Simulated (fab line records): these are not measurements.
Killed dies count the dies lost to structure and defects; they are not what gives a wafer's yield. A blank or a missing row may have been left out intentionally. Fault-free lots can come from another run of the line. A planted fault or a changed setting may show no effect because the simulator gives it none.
Matching of chambers || flow n5 finfet || 4 sister chambers for N5_BEOL_M4_STRIP_19 on rie diel-04
The step strips in O2. 4 wafers are shown with their chamber, then 11 later ones without.

WAFERS PAIRED WITH THEIR CHAMBERS
{"wafer": "L085.5", "chamber": 2, "drypump motor current A (A)": 6.1}
{"wafer": "L090.1", "chamber": 1, "drypump motor current A (A)": 5.1}
{"wafer": "L090.5", "chamber": 3, "drypump motor current A (A)": 6.1}
{"wafer": "L091.1", "chamber": 0, "drypump motor current A (A)": 5.3}

WAFERS WHOSE CHAMBER IS MISSING
{"wafer": "L091.2", "drypump motor current A (A)": 6.0}
{"wafer": "L091.3", "drypump motor current A (A)": 6.1}
{"wafer": "L091.4", "drypump motor current A (A)": 5.0}
{"wafer": "L091.5", "drypump motor current A (A)": 5.1}
{"wafer": "L091.6", "drypump motor current A (A)": 6.1}
{"wafer": "L094.2", "drypump motor current A (A)": 5.3}
{"wafer": "L094.4", "drypump motor current A (A)": 6.1}
{"wafer": "L094.5", "drypump motor current A (A)": 5.3}
{"wafer": "L096.2", "drypump motor current A (A)": 6.1}
{"wafer": "L096.4", "drypump motor current A (A)": 5.0}
{"wafer": "L096.6", "drypump motor current A (A)": 5.3}

WHICH CHAMBER EACH WENT THROUGH
{"wafer": "L091.2", "from the rows above": "can't be placed: 2 or 3", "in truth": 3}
{"wafer": "L091.3", "from the rows above": "can't be placed: 2 or 3", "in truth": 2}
{"wafer": "L091.4", "from the rows above": 1, "in truth": 1}
{"wafer": "L091.5", "from the rows above": 1, "in truth": 1}
{"wafer": "L091.6", "from the rows above": "can't be placed: 2 or 3", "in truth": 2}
{"wafer": "L094.2", "from the rows above": 0, "in truth": 0}
{"wafer": "L094.4", "from the rows above": "can't be placed: 2 or 3", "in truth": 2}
{"wafer": "L094.5", "from the rows above": 0, "in truth": 0}
{"wafer": "L096.2", "from the rows above": "can't be placed: 2 or 3", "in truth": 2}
{"wafer": "L096.4", "from the rows above": 1, "in truth": 1}
{"wafer": "L096.6", "from the rows above": 0, "in truth": 0}
Correctly placed: 6 of 11. Cannot be placed on the basis of these rows: 5; the candidates contain the true chamber in 5. 0 placed wrongly.
How it was worked out, from the rows above alone: a wafer's distance from a chamber is the root of the sum, over the readings, of the square of ((its reading less the chamber's mean) divided by the reading's scatter). The wafer belongs to the nearest chamber; if the next one is less than 2 further off, it can't be placed. Each chamber's mean is taken over the wafers shown for it. The scatter: root of mean squared gap, hidden wafer to nearest shown wafer, with one shown wafer a chamber.
